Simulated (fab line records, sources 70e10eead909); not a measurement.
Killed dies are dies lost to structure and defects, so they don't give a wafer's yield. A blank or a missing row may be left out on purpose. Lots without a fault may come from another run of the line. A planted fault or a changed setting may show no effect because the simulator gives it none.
fab line records | flow nand_harc | part 1 of 2: steps 1 to 3 of 6
record lots=23 wafers=69 last_day=33
route steps=1302 shown P_ZERO_WELL@46 P_GATE@202
lots that met no fault: from a run of the same line without faults
start_h: hours from the record's first day to the start of the lot's first wafer shown | wait_h: hours since the lot's step before | " the same as in the row above | L1.1+2: a row that stands for several wafers | - no value, or no start given | * or withheld: withheld | < > ~ a bound
route shown NAME@n: a module of which the file shows steps, and the number in the route of the first | usual: mean/standard deviation of fault-free wafers | same: alike in all rows | chamber/n: place in a boat | sites: the reading at each site | _std_site: their standard deviation | _edge_site: outer sites' mean less inner sites' | radius_mm: how far each site lies from the wafer's centre | mask NAME#n: copy n | behind: the tool/chamber that last shaped the wafer | hold: why the lot was held/for how many hours/how that ended | device: the transistor (n, p or np) that didn't switch | end of line: the same wafers' tests at the end of the route | a step without rows: its recipe alone | killed: dies lost to structure and defects at the first sort, not the wafer's yield | map: a wafer's dies, x killed, . not, _ none there
set.NAME: the setting as run; set.NAME@STEP: as run at that earlier step | model.NAME: the simulator's own value behind a step, which no gauge read
steps of the route over a sample of lots; a table a step, a row a wafer
services: from which hour (start_h, from the record's first day; less than 0 if before it) a tool's chamber was out of use, for how many hours, and why
## steps
# step NHARC_P_ZERO_WELL_DESCUM_39
# recipe time_s=3 o2_flow_sccm=200 ar_flow_sccm=0 bias_power_w=0 chemistry=O2
# usual drypump_motor_current_A=6.0/0.44 mfc_ar_sccm=0.005/0.0054 oes_product_au=1.001/0.0096 rf_vpp_V=57.9/0.92 showerhead_plenum_p_Torr=1.91/0.074 throttle_valve_pct=11.310/0.0094
# columns lot.wafer tool chamber start_h wait_h drypump_motor_current_A mfc_ar_sccm oes_product_au rf_hours_counter_h rf_vpp_V showerhead_plenum_p_Torr throttle_valve_pct
L074.4 rie_diel-02 1 24.17 - 6.0 0.006 0.981 40 59.0 1.88 11.312
L074.2 " 2 " " 6.0 0.005 1.003 49 58.4 1.83 11.318
L074.5 " 0 " " 5.6 0 0.996 - 58.3 1.99 11.301
L075.4 rie_diel-05 1 34.29 - 6.2 0.015 1.004 53 59.7 2.03 11.308
L075.2 " 3 " " 5.2 0 1.011 53 57.8 1.96 11.321
L075.5 " 1 " " 6.2 0.015 1.003 - 59.5 2.03 11.305
L076.2 rie_diel-03 3 44.39 - 6.3 0.012 1.003 34 58.6 1.95 11.312
L076.1 " 0 " " 5.7 0 1.008 32 58.1 1.98 11.307
L076.6 " 0 " " 5.7 0 1.013 - 58.5 1.98 11.286
L077.1 rie_diel-03 2 54.75 - 6.6 0 0.981 38 56.5 1.82 11.308
L077.4 " 1 " " 5.6 0 0.995 40 58.5 2.01 11.297
L077.6 " 2 " " 6.6 0 0.998 - 56.4 1.82 11.294
L078.3 rie_diel-05 3 64.17 - 5.2 0 1.007 0 56.6 1.96 11.306
L078.1 " 0 " " 6.7 0 1.008 0 57.4 1.81 11.327
L078.5 " 3 " " 5.2 0 1.008 - 58.3 1.96 11.320
L079.5 rie_diel-03 0 74.43 - 5.7 0 1.012 - 57.7 1.98 11.314
L079.4 " 2 " " 6.6 0 1.016 - 59.2 1.82 11.319
L079.6 " 3 " " 6.3 0.012 1.005 - 58.6 1.95 11.308
L080.4 rie_diel-05 1 84.32 - 6.2 0.015 0.992 6 59.2 2.02 11.321
L080.2 " 0 " " 6.7 0 0.998 8 58.3 1.81 11.324
L080.5 " 2 " " 5.8 0.006 0.997 - 57.0 1.89 11.329
L081.2 rie_diel-05 1 94.70 - 6.2 0.015 1.001 10 57.5 2.02 11.306
L081.4 " 2 " " 5.8 0.006 1.003 9 57.4 1.89 11.318
L081.5 " 2 " " 5.8 0.006 1.003 - 57.4 1.89 11.304
L082.1 rie_diel-05 2 104.50 - 5.8 0.006 1.003 13 57.2 1.89 11.299
L082.3 " 3 " " 5.2 0 1.008 15 57.9 1.95 11.316
L082.4 " 1 " " 6.2 0.015 0.994 15 59.3 2.02 11.303
L083.4 rie_diel-02 0 114.54 - 5.6 0 1.008 20 56.9 1.99 11.316
L083.3 " 1 " " 6.0 0.006 1.005 19 57.4 1.87 11.310
L083.2 " 2 " " 6.0 0.005 1.025 17 57.4 1.83 11.315
L084.3 rie_diel-05 0 124.22 - 6.7 0 0.999 21 58.2 1.80 11.315
L084.4 " 1 " " 6.2 0.015 0.983 19 59.1 2.02 11.314
L084.5 " 3 " " 5.2 0 0.999 - 58.5 1.95 11.302
L085.2 rie_diel-02 2 134.40 - 6.0 0.005 1.016 21 56.3 1.83 11.300
L085.1 " 3 " " 6.1 0.010 0.997 28 58.7 1.93 11.312
L085.6 " 1 " " 5.9 0.006 0.997 - 59.0 1.87 11.321
L086.3 rie_diel-02 2 144.99 - 6.0 0.005 1.027 26 55.7 1.83 11.307
L086.6 " 0 " " 5.6 0 0.995 - 58.4 1.98 11.318
L086.5 " 1 " " 5.9 0.006 0.997 - 58.0 1.87 11.297
L087.4 rie_diel-03 1 154.15 - 5.6 0 1.004 14 57.7 2.00 11.300
L087.2 " 3 " " 6.3 0.012 1.010 13 58.2 1.94 11.313
L087.6 " 2 " " 6.6 0 0.997 - 59.1 1.81 11.315
L088.2 rie_diel-05 1 164.48 - 6.2 0.015 0.970 31 58.6 2.02 11.303
L088.3 " 3 " " 5.2 0 0.999 32 58.6 1.95 11.310
L088.4 " 1 " " 6.2 0.015 0.980 - 57.8 2.02 11.296
L089.3 rie_diel-05 1 174.55 - 6.2 0.015 0.988 35 58.5 2.01 11.330
L089.4 " 2 " " 5.8 0.006 1.005 32 57.4 1.88 11.293
L089.6 " 0 " " 6.7 0 1.004 - 58.2 1.80 11.325
L090.4 rie_diel-03 0 184.20 - 5.7 0 0.996 21 59.1 1.97 11.303
L090.6 " 3 " " 6.3 0.012 1.004 - 58.9 1.94 11.322
L090.5 " 0 " " 5.7 0 1.005 - 57.9 1.97 11.297
L091.1 rie_diel-05 2 194.11 - 5.8 0.006 1.001 38 58.1 1.88 11.306
L091.3 " 3 " " 5.2 0 0.999 42 58.4 1.95 11.310
L091.5 " 1 " " 6.2 0.015 0.978 - 57.3 2.01 11.329
L092.1 rie_diel-05 1 204.16 - 6.2 0.015 0.988 43 58.5 2.01 11.314
L092.4 " 2 " " 5.8 0.006 1.009 40 59.3 1.88 11.305
L092.5 " 2 " " 5.8 0.006 1.007 - 59.1 1.88 11.305
L093.2 rie_diel-02 0 214.27 - 5.6 0 1.005 49 58.0 1.98 11.316
L093.4 " 2 " " 6.0 0.005 1.004 50 56.4 1.82 11.303
L093.5 " 0 " " 5.6 0 1.002 - 56.8 1.98 11.296
L094.2 rie_diel-05 2 225.10 - 5.8 0.006 1.012 51 57.9 1.87 11.323
L094.4 " 3 " " 5.2 0 1.005 54 57.8 1.94 11.322
L094.5 " 3 " " 5.2 0 1.006 - 57.8 1.94 11.297
L095.4 rie_diel-02 1 234.40 - 6.0 0.006 0.993 4 57.7 1.86 11.306
L095.5 " 1 " " 6.0 0.006 0.996 - 57.8 1.86 11.301
L095.6 " 2 " " 6.0 0.005 1.002 - 56.9 1.82 11.306
L096.2 rie_diel-02 2 244.98 - 6.0 0.005 0.993 8 55.8 1.81 11.313
L096.4 " 3 " " 6.1 0.010 1.010 10 57.3 1.91 11.299
L096.5 " 2 " " 6.0 0.005 1.003 - 58.5 1.81 11.313
# step NHARC_P_ZERO_WELL_DESCUM_54
# recipe time_s=3 o2_flow_sccm=200 ar_flow_sccm=0 bias_power_w=0 chemistry=O2
# usual drypump_motor_current_A=6.0/0.45 mfc_ar_sccm=0.004/0.0054 oes_product_au=1.002/0.0087 rf_vpp_V=57.8/0.93 showerhead_plenum_p_Torr=1.92/0.074 throttle_valve_pct=11.311/0.0087
# columns lot.wafer tool chamber start_h wait_h drypump_motor_current_A mfc_ar_sccm oes_product_au rf_hours_counter_h rf_vpp_V showerhead_plenum_p_Torr throttle_valve_pct
L074.2 rie_diel-03 3 25.82 - 6.3 0.012 0.997 28 56.5 1.95 11.322
L074.4 " 0 " " 5.7 0 1.010 25 57.7 1.98 11.304
L074.5 " 1 " " 5.6 0 1.005 - 59.7 2.01 11.306
L075.2 rie_diel-03 1 35.83 - 5.6 0 1.004 33 57.7 2.01 11.313
L075.4 " 2 " " 6.6 0 1.006 32 56.7 1.82 11.312
L075.5 " 3 " " 6.3 0.012 0.998 - 57.1 1.95 11.320
L076.2 rie_diel-03 3 46.14 - 6.3 0.012 0.998 35 58.2 1.95 11.317
L076.1 " 0 " " 5.7 0 1.003 33 58.6 1.98 11.309
L076.6 " 3 " " 6.3 0.012 0.994 - 58.7 1.95 11.319
L077.1 rie_diel-03 3 56.45 - 6.3 0.012 0.995 37 58.4 1.95 11.327
L077.4 " 0 " " 5.7 0 1.013 35 59.6 1.98 11.313
L077.6 " 3 " " 6.3 0.012 0.996 - 56.4 1.95 11.314
L078.1 rie_diel-03 2 65.79 - 6.6 0 0.998 40 57.6 1.82 11.316
L078.3 " 3 " " 6.3 0.012 0.992 39 57.7 1.95 11.317
L078.5 " 3 " " 6.3 0.012 0.987 - 58.1 1.95 11.325
L079.4 rie_diel-05 3 76.08 - 5.2 0 1.014 7 57.6 1.96 11.324
L079.6 " 0 " " 6.7 0 1.005 - 57.2 1.81 11.307
L079.5 " 1 " " 6.2 0.015 0.990 - 59.4 2.02 11.311
L080.2 rie_diel-03 2 85.86 - 6.6 0 0.996 49 58.3 1.82 11.303
L080.4 " 3 " " 6.4 0.012 0.993 - 57.7 1.95 11.320
L080.5 " 0 " " 5.7 0 1.004 - 56.7 1.98 11.308
L081.4 rie_diel-03 0 96.35 - 5.7 0 1.015 48 56.6 1.97 11.324
L081.2 " 1 " " 5.6 0 0.992 47 57.9 2.01 11.302
L081.5 " 0 " " 5.7 0 1.008 - 57.5 1.97 11.324
L082.4 rie_diel-05 3 106.15 - 5.2 0 1.001 15 55.8 1.95 11.319
L082.3 " 0 " " 6.8 0 1.005 17 57.7 1.80 11.317
L082.1 " 1 " " 6.2 0.015 0.993 15 58.3 2.02 11.299
L083.3 rie_diel-05 3 116.18 - 5.2 0 1.018 16 56.5 1.95 11.308
L083.2 " 0 " " 6.7 0 1.010 19 57.2 1.80 11.319
L083.4 " 1 " " 6.2 0.015 0.985 17 58.3 2.02 11.312
L084.3 rie_diel-05 1 125.73 - 6.2 0.015 0.986 19 59.3 2.02 11.319
L084.4 " 3 " " 5.2 0 1.005 21 58.3 1.95 11.301
L084.5 " 0 " " 6.7 0 0.996 - 56.0 1.80 11.289
L085.1 rie_diel-02 2 135.92 - 6.0 0.005 1.020 22 57.1 1.83 11.321
L085.2 " 3 " " 6.2 0.010 0.993 28 57.4 1.93 11.310
L085.6 " 1 " " 6.0 0.006 0.996 - 57.2 1.87 11.308
L086.3 rie_diel-05 3 146.62 - 5.2 0 1.010 26 58.3 1.95 11.328
L086.6 " 2 " " 5.8 0.006 1.013 - 57.5 1.88 11.313
L086.5 " 3 " " 5.2 0 1.018 - 57.4 1.95 11.325
L087.4 rie_diel-03 1 155.81 - 5.6 0 1.004 15 57.0 2.00 11.325
L087.2 " 2 " " 6.6 0 1.005 15 58.8 1.81 11.303
L087.6 " 1 " " 5.6 0 1.006 - 58.3 2.00 11.304
L088.3 rie_diel-02 2 166.12 - 6.0 0.005 1.023 34 57.1 1.82 11.304
L088.4 " 0 " " 5.6 0 1.002 37 58.3 1.98 11.299
L088.2 " 1 " " 6.0 0.006 1.002 35 58.7 1.87 11.295
L089.3 rie_diel-02 2 176.18 - 6.0 0.005 1.019 37 57.9 1.82 11.310
L089.4 " 1 " " 5.9 0.006 0.994 38 57.3 1.87 11.315
L089.6 " 2 " " 6.0 0.005 1.019 - 59.5 1.82 11.320
L090.4 rie_diel-05 0 185.69 - 6.7 0 1.010 41 56.1 1.80 11.299
L090.5 " 0 " " 6.6 0 0.993 - 56.5 1.79 11.318
L090.6 " 1 " " 6.2 0.015 0.987 - 57.6 2.01 11.318
L091.3 rie_diel-03 3 195.62 - 6.3 0.012 1.013 27 58.6 1.94 11.308
L091.1 " 0 " " 5.7 0 0.988 25 59.4 1.96 11.309
L091.5 " 2 " " 6.6 0 1.000 - 57.1 1.80 11.305
L092.4 rie_diel-03 0 205.80 - 5.6 0 0.993 29 57.2 1.96 11.315
L092.1 " 1 " " 5.6 0 1.003 32 58.9 2.00 11.317
L092.5 " 0 " " 5.7 0 0.987 - 57.4 1.96 11.315
L093.2 rie_diel-05 1 215.92 - 6.2 0.015 0.988 46 57.3 2.01 11.312
L093.4 " 3 " " 5.2 0 1.011 50 58.1 1.94 11.302
L093.5 " 1 " " 6.2 0.015 0.995 - 59.0 2.01 11.321
L094.2 rie_diel-02 3 226.75 - 6.1 0.010 1.005 0 60.2 1.92 11.306
L094.4 " 2 " " 6.0 0.005 0.997 0 56.3 1.82 11.307
L094.5 " 0 " " 5.6 0 0.994 - 57.8 1.98 11.315
L095.4 rie_diel-03 1 236.16 - 5.6 0 1.003 43 57.6 1.99 11.312
L095.6 " 2 " " 6.6 0 1.004 - 57.1 1.80 11.309
L095.5 " 3 " " 6.3 0.012 1.009 - 57.7 1.93 11.314
L096.4 rie_diel-03 0 246.49 - 5.7 0 0.997 46 59.6 1.96 11.310
L096.2 " 2 " " 6.6 0 1.001 50 58.0 1.80 11.309
L096.5 " 1 " " 5.6 0 1.019 - 58.2 1.99 11.310
# step NHARC_P_GATE_DESCUM_93
# recipe time_s=3 o2_flow_sccm=200 ar_flow_sccm=0 bias_power_w=0 chemistry=O2
# usual drypump_motor_current_A=5.7/0.37 mfc_ar_sccm=0.005/0.0079 oes_product_au=1.000/0.011 rf_vpp_V=57.9/0.93 showerhead_plenum_p_Torr=1.93/0.082 throttle_valve_pct=11.310/0.0088
# columns lot.wafer tool chamber start_h wait_h drypump_motor_current_A mfc_ar_sccm oes_product_au rf_hours_counter_h rf_vpp_V showerhead_plenum_p_Torr throttle_valve_pct
L074.4 rie_diel-10 1 112.99 - 5.5 0 1.022 3.0 59.3 2.01 11.322
L074.2 " 2 " " 5.4 0 0.988 3.1 57.5 1.90 11.317
L074.5 " 1 " " 5.5 0 1.012 - 59.1 2.01 11.293
L075.4 rie_diel-01 2 125.29 - 6.0 0.024 0.996 7.2 57.3 2.01 11.325
L075.2 " 3 " " 6.2 0 0.980 6.6 57.7 1.97 11.296
L075.5 " 2 " " 6.0 0.024 0.984 - 58.7 2.01 11.316
L076.1 rie_diel-01 1 133.69 - 5.3 0 1.019 4.5 56.7 1.84 11.320
L076.2 " 3 " " 6.2 0 0.997 6.7 57.6 1.97 11.304
L076.6 " 1 " " 5.3 0 1.011 - 57.8 1.84 11.321
L077.1 rie_diel-01 3 145.40 - 6.3 0 0.995 8.4 58.4 1.97 11.308
L077.4 " 0 " " 5.3 0.013 0.993 8.2 57.5 1.87 11.302
L077.6 " 3 " " 6.3 0 0.986 - 58.1 1.97 11.304
L078.3 rie_diel-10 2 146.12 - 5.4 0 0.986 4.2 57.4 1.90 11.313
L078.1 " 0 " " 6.0 0 1.015 5.4 58.0 2.03 11.317
L078.5 " 1 " " 5.5 0 1.015 - 58.0 2.01 11.311
L079.4 rie_diel-09 2 160.77 - 6.4 0.014 0.988 0.2 58.4 1.81 11.307
L079.6 " 1 " " 6.0 0.014 1.017 - 57.0 1.90 11.308
L079.5 " 2 " " 6.4 0.014 0.989 - 57.7 1.81 11.312
L080.4 rie_diel-01 3 175.85 - 6.3 0 0.981 10.4 59.3 1.97 11.312
L080.2 " 0 " " 5.2 0.013 0.996 9.7 57.8 1.87 11.312
L080.5 " 0 " " 5.2 0.013 0.997 - 56.2 1.87 11.299
L081.4 rie_diel-10 3 181.96 - 5.6 0 1.004 7.4 57.4 1.81 11.316
L081.2 " 2 " " 5.4 0 0.997 6.1 56.9 1.90 11.321
L081.5 " 3 " " 5.6 0 1.006 - 57.9 1.81 11.308
L082.3 rie_diel-09 3 194.74 - 5.6 0 0.980 1.5 56.9 1.93 11.314
L082.4 " 0 " " 5.6 0 0.994 2.5 59.4 2.06 11.313
L082.1 " 1 " " 6.0 0.014 1.014 2.5 57.5 1.90 11.307
L083.4 rie_diel-09 0 206.86 - 5.6 0 0.981 2.6 59.1 2.06 11.316
L083.3 " 2 " " 6.4 0.014 0.977 1.5 57.7 1.81 11.323
L083.2 " 3 " " 5.6 0 0.979 1.6 57.5 1.93 11.328
L084.4 rie_diel-01 0 215.40 - 5.2 0.013 1.000 0.6 57.1 1.87 11.311
L084.3 " 1 " " 5.3 0 0.994 0.7 58.6 1.84 11.291
L084.5 " 1 " " 5.3 0 0.993 - 57.1 1.84 11.313
L085.2 rie_diel-01 3 220.12 - 6.3 0 0.998 0.4 57.5 1.97 11.316
L085.1 " 0 " " 5.2 0.013 0.999 0.7 56.2 1.87 11.309
L085.6 " 3 " " 6.3 0 0.996 - 57.6 1.97 11.313
L086.3 rie_diel-01 3 234.00 - 6.3 0 1.000 1.2 58.2 1.97 11.303
L086.6 " 0 " " 5.2 0.013 1.008 - 58.1 1.87 11.307
L086.5 " 1 " " 5.3 0 1.006 - 58.6 1.84 11.309
L087.4 rie_diel-10 2 238.40 - 5.4 0 0.987 8.2 57.7 1.90 11.305
L087.2 " 0 " " 6.0 0 1.011 9.1 58.9 2.03 11.319
L087.6 " 2 " " 5.4 0 0.988 - 60.1 1.90 11.313
L088.4 rie_diel-09 2 253.55 - 6.4 0.014 0.990 4.5 58.1 1.81 11.290
L088.3 " 3 " " 5.5 0 0.994 5.0 58.5 1.93 11.330
L088.2 " 0 " " 5.6 0 0.990 5.9 59.7 2.06 11.318
L089.3 rie_diel-09 0 260.42 - 5.6 0 0.996 6.4 58.7 2.06 11.296
L089.4 " 3 " " 5.6 0 0.988 5.6 58.0 1.93 11.305
L089.6 " 1 " " 6.0 0.014 1.007 - 57.7 1.90 11.339
L090.4 rie_diel-10 0 274.62 - 6.0 0 1.002 2.2 58.6 2.02 11.310
L090.6 " 1 " " 5.5 0 1.013 - 58.9 2.01 11.319
L090.5 " 2 " " 5.4 0 1.000 - 55.6 1.90 11.321
L091.3 rie_diel-10 0 286.76 - 6.0 0 0.994 2.7 58.4 2.02 11.315
L091.1 " 1 " " 5.5 0 1.018 2.4 58.2 2.01 11.317
L091.5 " 1 " " 5.5 0 1.014 - 57.7 2.01 11.309
L092.1 rie_diel-10 0 287.53 - 6.0 0 1.006 2.7 59.4 2.02 11.307
L092.4 " 3 " " 5.6 0 1.017 3.4 57.0 1.81 11.310
L092.5 " 1 " " 5.5 0 1.025 - 58.3 2.01 11.311
L093.2 rie_diel-10 2 301.80 - 5.4 0 0.989 3.9 57.4 1.89 11.304
L093.4 " 3 " " 5.6 0 0.993 4.2 57.5 1.81 11.318
L093.5 " 2 " " 5.4 0 0.985 - 57.5 1.89 11.312
L094.4 rie_diel-09 1 318.38 - 6.0 0.014 1.013 9.6 57.1 1.90 11.292
L094.2 " 2 " " 6.4 0.014 0.982 8.1 56.9 1.81 11.292
L094.5 " 0 " " 5.5 0 0.994 - 59.3 2.05 11.310
L095.4 rie_diel-10 0 321.07 - 6.0 0 0.996 4.0 60.3 2.02 11.309
L095.5 " 1 " " 5.4 0 1.025 - 58.3 2.01 11.312
L095.6 " 2 " " 5.4 0 0.981 - 57.5 1.89 11.312
L096.4 rie_diel-01 0 331.62 - 5.2 0.013 1.014 7.5 57.4 1.87 11.292
L096.2 " 2 " " 6.0 0.024 0.995 6.7 56.6 2.01 11.308
L096.5 " 3 " " 6.3 0 0.997 - 58.5 1.97 11.316
